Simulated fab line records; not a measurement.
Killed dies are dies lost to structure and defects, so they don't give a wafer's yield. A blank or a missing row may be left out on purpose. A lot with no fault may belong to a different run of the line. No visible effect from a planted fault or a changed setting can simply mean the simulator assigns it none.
The tool behind it: which one? || flow n5Finfet || 11 lots (33 wafers sampled), 1 step of a 1938-step route

## WHAT THE GAUGES SHOWED, per wafer
N5_BEOL_M8_CD_MEAS_28 targets a cd of 40 nm.
{"lot": "L828", "measured": "day 9 23:11", "on": "cdSem-02", "cdNm (nm)": "39.94 40.18 39.74"}
{"lot": "L829", "measured": "day 10 07:31", "on": "cdSem-02", "cdNm (nm)": "40.26 40.45 40.20"}
{"lot": "L836", "measured": "day 11 15:50", "on": "cdSem-02", "cdNm (nm)": "40.39 39.65 39.92"}
{"lot": "L838", "measured": "day 12 15:16", "on": "cdSem-01", "cdNm (nm)": "39.77 39.96 39.76"}
{"lot": "L840", "measured": "day 12 18:13", "on": "cdSem-03", "cdNm (nm)": "40.08 39.85 40.30"}
{"lot": "L842", "measured": "day 13 03:35", "on": "cdSem-03", "cdNm (nm)": "39.69 39.56 39.98"}
{"lot": "L844", "measured": "day 13 03:46", "on": "cdSem-01", "cdNm (nm)": "40.07 39.97 40.04"}
{"lot": "L843", "measured": "day 13 11:19", "on": "cdSem-03", "cdNm (nm)": "39.97 40.14 40.06"}
{"lot": "L841", "measured": "day 13 14:25", "on": "cdSem-01", "cdNm (nm)": "40.07 39.61 39.83"}
{"lot": "L846", "measured": "day 13 20:37", "on": "cdSem-01", "cdNm (nm)": "40.30 40.11 40.13"}
{"lot": "L848", "measured": "day 15 08:59", "on": "cdSem-01", "cdNm (nm)": "40.23 40.33 40.03"}

## WHAT TOOL EACH LOT RAN ON (gives the tool, then ch and the chambers of the sampled wafers, and finally the start)
Record: no process step prior to these readings.

## WHAT THE TOOLS THEMSELVES READ (means of the sampled wafers that have a number; where no wafer has one, the mark that the record gives instead)
The record holds no such reading with a usual standard deviation.

## THE ANSWER, worked out from the rows above alone
Rule: what is usual is taken from the lots themselves. Put in order of their means at a reading, lots are off if they are a third of the lots or fewer, leave a main group of 4 or more, and stand apart from it by a gap of 3 or more times the standard deviation of the main group's means; of several such gaps the widest counts. If all means in a main group match to the digits the tables above print for the reading, that group is not used. A lot without any number at a reading at which 4 lots or more have one is off too. All remaining lots with rows at the step are treated as sound. After the gauges, taken in route order, come the tools' own readings; for these a lot's mean is taken, as printed above. At the first step where some lot is off, the reading lying furthest off is the one used; lots without a number count as furthest.
Nothing can be told from this: no lot is off at any reading shown.

## WHAT WAS PUT IN BY THE SIMULATOR
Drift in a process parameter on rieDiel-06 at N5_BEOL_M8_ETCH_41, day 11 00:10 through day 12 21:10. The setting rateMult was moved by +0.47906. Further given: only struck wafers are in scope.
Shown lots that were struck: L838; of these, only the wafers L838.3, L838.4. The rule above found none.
